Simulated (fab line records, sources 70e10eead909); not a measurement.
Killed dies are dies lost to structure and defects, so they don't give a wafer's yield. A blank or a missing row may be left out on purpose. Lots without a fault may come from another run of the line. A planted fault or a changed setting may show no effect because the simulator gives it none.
A struck lot beside a sound one | flow nand_harc | 41 steps out of a route of 1302
Sound: wafers L460.1, L460.3, L460.4. Struck: wafers L475.1, L475.3, L475.6. The cause comes at the end.
At each step with rows: each side's tool, then ch and its chambers, then its first start. Under that, the readings that differ: sound wafers | struck wafers | difference of the means | sigmas: that difference in standard deviations of wafers without a fault.
alike: readings whose means differ by less than 2 such deviations, and words and numbers that are the same on both sides. not compared: withheld readings, readings that some wafer has no value for, bounds like >300 that may hide the same value, and numbers for which the record gives no deviation and whose values overlap.
The two part at a step that has a row with sigmas, a row that says differs or no value, or rows on one side only. Numbers that don't overlap but have no deviation are shown without sigmas and don't part them. A reading that every wafer of one side lacks parts them only if that side has two wafers or more.

first, 4 steps without rows for these wafers: NHARC_A_CONTACT_EBR_04; NHARC_A_CONTACT_EXPOSE_05 (exposes mask A CC); NHARC_A_CONTACT_PEB_06 (peb time 65 s); NHARC_A_CONTACT_DEVELOP_07 (develop time 35 s).
NHARC_A_CONTACT_CD_MEAS_08: target cd 200 nm.
  sound on cd_sem-02 ch 0, day 23 06:35; struck on cd_sem-01 ch 0, day 29 07:53
  alike: cd_nm
NHARC_A_CONTACT_OVL_MEAS_09:
  sound on overlay-02, day 23 06:40; struck on overlay-02, day 29 07:58
  alike: overlay_x_nm, overlay_y_nm
NHARC_A_CONTACT_INSPECT_10:
  sound on defect_inspect-02, day 23 06:42; struck on defect_inspect-02, day 29 08:01
  alike: raw_defect_count
then, 2 steps without rows for these wafers: NHARC_A_CONTACT_DESCUM_13 (chemistry O2, time 3 s); NHARC_A_CONTACT_ETCH_88 (etches the open film in CF4, target depth 39 nm, time 65 s).
NHARC_A_CONTACT_ETCH_89: etches the open film in N2/H2, target depth 260 nm, time 475.3 s.
  sound on rie_diel-07 ch 0,1,2; struck on rie_diel-06 ch 0,2,3
  alike: drypump_motor_current_A, oes_product_au, rf_vpp_V, showerhead_plenum_p_Torr, throttle_valve_pct
  not compared: rf_hours_counter_h
then, 2 steps without rows for these wafers: NHARC_A_CONTACT_ETCH_30 (etches the open film in CF4/CHF3, target depth 72.6 nm, time 36.3 s); NHARC_A_CONTACT_ETCH_31 (etches the open film in O2/COS, target depth 2800 nm, time 728 s).
NHARC_A_CONTACT_ETCH_134: etches the open film in C4F8/O2/Ar, time 140 s, target depth 700 nm.
  sound on har_cap_etch-02 ch 0,1, day 23 07:55; struck on har_cap_etch-02 ch 0,1, day 29 09:13
  not compared: rf_hours_counter_h
then, 3 steps without rows for these wafers: NHARC_A_CONTACT_ETCH_135 (etches the open film in C4F8/O2/Ar, time 311 s, target depth 1912 nm); NHARC_A_CONTACT_ETCH_136 (etches the open film in C4F8/O2/Ar, time 311 s, target depth 1912 nm); NHARC_A_CONTACT_ETCH_137 (etches the open film in C4F8/O2/Ar, time 311 s, target depth 1912 nm).
NHARC_A_CONTACT_ETCH_138: etches the open film in C4F8/O2/Ar, time 311 s, target depth 1914 nm.
  sound on har_cap_etch-02 ch 0,1, day 23 08:57; struck on har_cap_etch-02 ch 0,1, day 29 10:14
  not compared: rf_hours_counter_h
then, 3 steps without rows for these wafers: NHARC_A_CONTACT_ETCH_139 (etches the open film in C4F8/O2/Ar, time 195 s, target depth 840 nm); NHARC_A_CONTACT_ETCH_92 (etches the open film in CH3F/O2, target depth 40 nm, time 85.7 s); NHARC_A_CONTACT_ETCH_98 (etches the open film in C4F6/O2, target depth 20 nm, time 10 s).
NHARC_A_CONTACT_CD_MEAS_15:
  sound on cd_sem-03, day 23 10:26; struck on cd_sem-02, day 29 11:15
  alike: cd_nm
then, 4 steps without rows for these wafers: NHARC_A_CONTACT_STRIP_107 (strips in N2/H2); NHARC_A_CONTACT_STRIP_108 (strips in CF4/CHF3); NHARC_A_CONTACT_STRIP_109 (strips in O2/COS); NHARC_A_CONTACT_ETCH_110 (etches the open film in CF4/O2, target depth 60 nm, overetch 6 nm, time 33 s).
NHARC_A_CONTACT_STRIP_26: strips in O2.
  sound on rie_diel-06 ch 0,2,3; struck on rie_diel-07 ch 1,2,3
  alike: drypump_motor_current_A, o2_flow_sccm, oes_product_au, rf_vpp_V, showerhead_plenum_p_Torr, throttle_valve_pct
  not compared: rf_hours_counter_h
then, 2 steps without rows for these wafers: NHARC_A_CONTACT_STRIP_27 (strips in post etch residue remover, time 600 s); NHARC_A_CONTACT_ALD_18 (deposits TiN, target thk 3 nm, pulse time 1 s, ald cycles 150).
NHARC_A_CONTACT_CVD_19: deposits W, target thk 300 nm, time 802 s.
  sound on cvd_w-02 ch 0,1; struck on cvd_w-01 ch 0,1
  reading                | sound          | struck         | difference | sigmas
  throttle_valve_pct (%) | 7.68 7.80 7.47 | 8.41 8.55 7.87 | +0.63      | +2
  alike: heater_power_w
NHARC_A_CONTACT_CMP_20: polishes, t overpolish 30 s, target thk 300 nm.
  sound on cmp-02 ch 0,1,3, day 23 12:32; struck on cmp-02 ch 0,1,2, day 29 13:19
  alike: motor_current_A, overpolish_run_s, time_to_endpoint_s
then, 10 steps without rows for these wafers: NHARC_A_CONTACT_SRD_22; NHARC_A_BLC_DEHYDRATE_00 (time 120 s); NHARC_A_BLC_HMDS_01 (time 30 s); NHARC_A_BLC_COAT_02 (time 75 s); NHARC_A_BLC_COAT_03 (time 65 s); NHARC_A_BLC_COAT_04 (resist thk 90 nm); NHARC_A_BLC_SOFTBAKE_05 (time 55 s); NHARC_A_BLC_EBR_06; NHARC_A_BLC_EXPOSE_07 (exposes mask A BLC, target cd 100 nm); NHARC_A_BLC_PEB_08 (peb time 65 s).
NHARC_END_SORT_01:
  the record has rows for the struck wafers here (prober-02 ch 0, day 31 10:28) and none for the sound ones

WHERE THEY PART
First at NHARC_A_CONTACT_CVD_19; last, within this record, at NHARC_END_SORT_01.

WHY: what the simulator had put in
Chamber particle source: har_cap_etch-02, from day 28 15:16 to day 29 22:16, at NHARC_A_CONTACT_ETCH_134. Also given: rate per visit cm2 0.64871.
